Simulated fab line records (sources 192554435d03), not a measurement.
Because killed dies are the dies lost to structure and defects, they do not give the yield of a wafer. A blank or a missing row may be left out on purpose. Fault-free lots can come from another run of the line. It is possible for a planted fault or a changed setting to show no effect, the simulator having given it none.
Which tool is to blame?	flow n5Finfet	11 lots, 33 wafers sampled, at 2 steps of a route of 1938

== WHAT EACH GAUGE READ, for each wafer ==
N5_BEOL_M8_OVL_MEAS_29. Usual: V7_OVL typically reads 0.0 nm, with standard deviation 0.75.
lot	measured	on	V7_OVL (nm)	flag
L146	day 11 00:57	overlay-01	0.6 -0.3 0.2	
L147	day 11 22:31	overlay-02	-1.6 0.0 -2.2	
L150	day 12 09:41	overlay-01	0.9 1.4 0.3	
L153	day 12 20:51	overlay-02	0.1 0.3 0.9	
L155	day 13 13:41	overlay-01	1.0 0.6 0.6	
L162	day 16 00:06	overlay-02	0.3 1.1 0.7	
L164	day 16 00:16	overlay-02	-0.2 1.0 0.0	
L165	day 16 00:19	overlay-01	-0.1 -1.1 -0.2	
L163	day 16 08:01	overlay-02	0.2 0.1 0.8	
L168	day 17 04:44	overlay-02	0.1 0.2 -0.2	
L167	day 17 11:17	overlay-02	0.9 -0.4 -0.6	

N5_BEOL_M8_INSPECT_30: inspects for defects (brightfield). Usual: rawDefectCount reads 418 (standard deviation 100).
lot	measured	on	rawDefectCount	flag
L146	day 11 01:00	defectInspect-01	397 328 441	
L147	day 11 22:35	defectInspect-01	417 309 388	
L150	day 12 09:44	defectInspect-02	572 521 503	
L153	day 12 20:55	defectInspect-01	422 619 407	
L155	day 13 13:45	defectInspect-02	615 540 612	
L162	day 16 00:09	defectInspect-02	323 456 389	
L164	day 16 00:19	defectInspect-01	375 394 341	
L165	day 16 00:22	defectInspect-01	447 389 287	
L163	day 16 08:04	defectInspect-02	674 477 527	
L168	day 17 04:47	defectInspect-02	366 258 410	
L167	day 17 11:21	defectInspect-01	362 520 472	

== TOOL THAT RAN EACH LOT (tool first, then ch and the chambers of the sampled wafers, then the start) ==
The record holds no process step before these readings.

== AS READ BY THE TOOLS THEMSELVES (means over the sampled wafers that have a number; for cases with no such wafer, the mark the record gives instead) ==
The record holds no such reading with a usual standard deviation.

== THE ANSWER, worked out from the rows above alone ==
Rule: take the mean of a lot's wafers that have a number; if it is more than 3 standard deviations from the usual mean, the lot is off. Also off: a lot with no number at a reading for which 4 or more lots have one. The other lots that the step has rows for count as sound. First the gauges in route order, then the tools' own readings, where a lot's mean is used as printed above. The first step at which some lot is off is used, and at that step the reading that is off furthest; a lot without a number counts as furthest.
No lot is off at any reading shown: from this, nothing can be told.

== WHAT THE SIMULATOR PUT IN ==
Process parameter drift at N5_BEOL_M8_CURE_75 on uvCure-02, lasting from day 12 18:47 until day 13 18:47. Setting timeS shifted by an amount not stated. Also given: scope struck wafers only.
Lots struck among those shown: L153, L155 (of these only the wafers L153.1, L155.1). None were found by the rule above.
